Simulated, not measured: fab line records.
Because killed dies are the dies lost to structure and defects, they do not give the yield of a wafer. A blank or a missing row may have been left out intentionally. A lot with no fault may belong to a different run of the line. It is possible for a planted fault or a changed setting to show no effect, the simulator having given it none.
Struck lot and sound lot, side by side	flow n5Finfet	26 out of 1938 route steps
Sound: the wafers L936.3, L936.5, L936.6. Wafers L945.1, L945.2, L945.5 were the ones struck. At the end, the cause is stated.
Order at every step that has rows: each side's tool, ch and its chambers, its first start. Under that, the readings that differ: sound wafers	struck wafers	difference of the means	sigmas: that difference in standard deviations of wafers without a fault.
alike: a reading whose means differ by less than 2 such deviations, as well as words and numbers matching on both sides. not compared: withheld readings; readings where some wafer has no value; bounds like >300 that might hide an equal value; numbers whose values overlap and for which the record gives no deviation.
A row with sigmas, a row that says differs or no value, or rows on one side alone: a step with any of these is where the two part. When numbers do not overlap yet have no deviation, they are printed without sigmas and do not part them. A reading that every wafer of one side lacks parts them only if that side has two wafers or more.

first, 9 steps without rows for these wafers: N5_MIM_BOT_LITHO_HARDBAKE_09 (time 120 s); N5_MIM_BOT_LITHO_DESCUM_10 (chemistry O2, time 7.9 s); N5_MIM_BOT_ETCH_ETCH_04 (etches SiNx in CF4/O2, target depth 26 nm, time 13 s); N5_MIM_BOT_ETCH_ETCH_03 (etches the open film in Cl2/BCl3, target depth 12 nm); N5_MIM_BOT_ETCH_ETCH_00 (etches TiN in Cl2/BCl3, target depth 45.5 nm); N5_MIM_BOT_ETCH_STRIP_01 (strips in O2); N5_MIM_BOT_ETCH_STRIP_02 (strips in post etch residue remover, time 1200 s); N5_MIM_BOT_ETCH_CLEAN_05 (cleans in IPA, time 180 s); N5_MIM_BOT_ETCH_SRD_06 (time 30 s).
N5_PASSIVATION_PECVD_55: deposits SiO2 from SiH4/N2O, target thk 400 nm, time 22.5 s.
  sound on pecvd-03 ch 1,2, day 12 14:59; struck on pecvd-03 ch 1,2, day 15 03:17
  no value came back on the struck wafers for any of 5 readings (chamberPressureTorr (Torr), heaterPowerOuterW (W) and others); on the sound wafers chamberPressureTorr (Torr) reads 2.706 2.705 2.696
  not compared: sinceWetCleanH
then, 11 steps without rows for these wafers: N5_PASSIVATION_PECVD_01 (deposits SiNx from SiH4/NH3/N2, target thk 200 nm, time 43.2 s); N5_PASSIVATION_HMDS_03 (time 60 s); N5_PASSIVATION_COAT_04; N5_PASSIVATION_EBR_06; N5_PASSIVATION_SOFTBAKE_05 (time 90 s); N5_PASSIVATION_EXPOSE_07 (exposes mask TV, defocus 0 nm, target cd 3000 nm); N5_PASSIVATION_PEB_08; N5_PASSIVATION_DEVELOP_09 (develop time 60 s); N5_PASSIVATION_HARDBAKE_11 (time 120 s); N5_PASSIVATION_DESCUM_12 (chemistry O2, time 7.9 s); N5_PASSIVATION_PASS_ETCH_74 (etches SiNx in CF4/O2, target depth 220 nm, time 110 s).
N5_PASSIVATION_VIA_ETCH_13: etches SiO2 in CHF3/O2, target depth 660 nm, time 330 s.
  sound on rieDiel-05 ch 0,1,2, day 12 16:02; struck on rieDiel-04 ch 1,2,3, day 15 05:50
reading	sound	struck	difference	sigmas
etchRfOnTimeS (s)	232 237 228	328 335 335	+100	+23
model.TV_OPEN.cdOffsetNm (nm)	1.4 1.4 1.8	1 -0.4 -0.2	-1	
  alike: chamberPressureMTorr, drypumpMotorCurrentA, oesProductAu, rfVppV, showerheadPlenumPTorr, throttleValvePct
  not compared: rfHoursCounterH, model.coat_of_PASSIVATION_COAT_04.thkNm
then, 1 step without rows for these wafers: N5_PASSIVATION_STRIP_14 (strips in O2).
N5_PASSIVATION_ETCH_15: etches SiCN in CF4/N2, target depth 75 nm, time 81.2 s.
  sound: rieDiel-05 ch 0,1,2; struck: rieDiel-04 ch 1,2,3
reading	sound	struck	difference	sigmas
model.TV_OPEN.cdOffsetNm (nm)	1.4 1.4 1.8	1 -0.2 -0.2	-1	
  alike: chamberPressureMTorr, drypumpMotorCurrentA, oesProductAu, rfVppV, showerheadPlenumPTorr, throttleValvePct
  not compared: rfHoursCounterH
then, 1 step without rows for these wafers: N5_PASSIVATION_STRIP_73 (strips in post etch residue remover, time 60 s).
N5_PASSIVATION_PROBE_49:
  sound: prober-01 at day 12 22:50; struck: prober-02 at day 15 12:58
  alike: defectLimitedYield, killed_at_M0_to_M3, killed_at_M4_up, killedAtContacts, killedAtFrontEnd, killedAtOther, killedDies, killedOpen, killedShort, sort_bin_5_function, sort_bin_6_memory, sortNPass, sortYieldPct

## WHERE THEY PART
At N5_PASSIVATION_PECVD_55 first; at N5_PASSIVATION_VIA_ETCH_13 last (within this record only). Later steps at which nothing parts them and some readings are alike: N5_PASSIVATION_ETCH_15, N5_PASSIVATION_PROBE_49.

WHY: what had been put in by the simulator
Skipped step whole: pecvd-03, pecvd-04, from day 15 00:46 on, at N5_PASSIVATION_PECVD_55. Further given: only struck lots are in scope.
